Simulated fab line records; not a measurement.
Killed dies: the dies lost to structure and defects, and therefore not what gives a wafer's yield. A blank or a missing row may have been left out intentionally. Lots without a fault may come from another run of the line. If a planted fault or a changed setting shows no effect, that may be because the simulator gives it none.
A struck lot beside a sound one	flow n5 finfet	15 out of 1938 route steps
Sound: wafers L750.1, L750.2, L750.4. Wafers L762.3, L762.5 were the ones struck. At the end, the cause is stated.
Order at every step that has rows: each side's tool, ch and its chambers, its first start. Under that, the readings that differ: sound wafers	struck wafers	difference of the means	sigmas: that difference in standard deviations of wafers without a fault.
alike: readings with means less than 2 such deviations apart, plus words and numbers identical on both sides. not compared: withheld readings, readings lacking a value on some wafer, bounds such as >300 that could conceal the same value, and numbers that have no deviation in the record and whose values overlap.
Wherever a step has rows on one side only, a row that says differs or no value, or a row with sigmas, the two part there. Non-overlapping numbers with no deviation appear without sigmas and do not part them. A reading that every wafer of one side lacks parts them only if that side has two wafers or more.

first, 4 steps without rows for these wafers: N5_MOL_CONTACT_COAG_SOFTBAKE_79 (time 60 s); N5_MOL_CONTACT_COAG_EXPOSE_81 (exposes mask VG, defocus 0 nm); N5_MOL_CONTACT_COAG_PEB_82 (peb time 60 s); N5_MOL_CONTACT_COAG_DEVELOP_83 (develop time 30 s).
N5_MOL_CONTACT_COAG_CD_MEAS_84: target cd 25.1 nm.
  sound on cd sem-03 ch 0, day 5 19:14; struck on cd sem-01 ch 0, day 8 15:29
  alike: cd nm
N5_MOL_CONTACT_COAG_OVL_MEAS_85:
  sound on overlay-01 ch 0, day 5 19:16; struck on overlay-02 ch 0, day 8 15:32
  alike: VG_OVL
N5_MOL_CONTACT_COAG_INSPECT_57: inspects for defects (brightfield).
  sound on defect inspect-02 at day 5 19:19; struck on defect inspect-01 at day 8 15:34
  alike: raw defect count
N5_MOL_CONTACT_COAG_DESCUM_88: chemistry O2, time 7 s.
  sound on rie diel-01 ch 0,1,3, day 5 19:25; struck on rie diel-06 ch 2, day 8 15:37
reading	sound	struck	difference	sigmas
drypump motor current A (A)	5.1 4.9 5.2	6.6 6.6	+1.5	+3
  alike: oes product au, rf vpp V, showerhead plenum p Torr, throttle valve pct
  not compared: rf hours counter h
N5_MOL_CONTACT_COAG_ETCH_89: etches underlayer in N2/H2, target depth 13 nm, time 10.4 s.
  sound on rie diel-01 ch 0,1,3, day 5 19:26; struck on rie diel-06 ch 2, day 8 15:38
reading	sound	struck	difference	sigmas
drypump motor current A (A)	5.1 4.9 5.2	6.6 6.7	+1.6	+3
  alike: etch rf on time s, oes product au, rf vpp V, showerhead plenum p Torr, throttle valve pct
  not compared: rf hours counter h
N5_MOL_CONTACT_COAG_ETCH_90: etches SiARC in CF4, target depth 13 nm, time 21.7 s.
  sound on rie diel-01 ch 0,1,3, day 5 19:28; struck on rie diel-06 ch 2, day 8 15:40
reading	sound	struck	difference	sigmas
drypump motor current A (A)	5.1 4.9 5.2	6.6 6.6	+1.5	+3
  alike: etch rf on time s, oes product au, rf vpp V, showerhead plenum p Torr, throttle valve pct
  not compared: rf hours counter h
N5_MOL_CONTACT_COAG_ALD_131: deposits SiO2, target thk 5 nm, pulse time 1 s, co reactant pulse time 1 s.
  sound on ald sin-04 ch 0,1,3, day 5 19:32; struck on ald sin-04 ch 0,3, day 8 16:17
reading	sound	struck	difference	sigmas
precursor pulse height rel	1.000 1.047 1.037	0.992 0.981	-0.042	-2
  alike: heater power w
N5_MOL_CONTACT_COAG_ETCHBACK_132: etches SiO2 in CHF3, target depth 10 nm, time 6.7 s.
  sound on rie diel-06 ch 0,1,2, day 5 19:49; struck on rie diel-06 ch 1,3, day 8 16:28
  alike: drypump motor current A, oes product au, rf vpp V, showerhead plenum p Torr, throttle valve pct
  not compared: rf hours counter h
N5_MOL_CONTACT_COAG_ETCH_91: etches SOC in N2/H2, target depth 60 nm, overetch 21 nm, time 101.2 s.
  sound on rie diel-06 ch 0,1,2, day 5 19:52; struck on rie diel-06 ch 1,3, day 8 16:31
reading	sound	struck	difference	sigmas
model.SiARC_of_MOL_CONTACT_COAG_COAT_76.thk nm (nm)	5.8 5.8 5.8	4.2 4.2	-1.6	
  alike: drypump motor current A, oes product au, rf vpp V, showerhead plenum p Torr, throttle valve pct
  not compared: rf hours counter h
then, 1 step without rows for these wafers: N5_MOL_CONTACT_COAG_STRIP_92 (strips in N2/H2).
-- record jumps: 3 days separate the struck wafers' starts on either side; left off in module MOL_CONTACT_COAG, taken up again in module BEOL_M4, whose first shown step is the route's number 1111 --
N5_BEOL_M4_RC_MEAS_101:
  sound on prober-01 ch 0, day 8 23:11; struck on prober-02 ch 0, day 11 10:18
reading	sound	struck	difference	sigmas
DIBL_P (mV/V)	40.6 39.3 36.9	32.7 33.8	-5.7	-2
  alike: DIBL_N, IOFF_N, IOFF_P, ION_N, ION_P, SS_N, SS_P, VT_N, VT_P

== WHERE THEY PART ==
Last at N5_BEOL_M4_RC_MEAS_101 as far as this record goes, first at N5_MOL_CONTACT_COAG_DESCUM_88.

WHY: the cause the simulator had injected
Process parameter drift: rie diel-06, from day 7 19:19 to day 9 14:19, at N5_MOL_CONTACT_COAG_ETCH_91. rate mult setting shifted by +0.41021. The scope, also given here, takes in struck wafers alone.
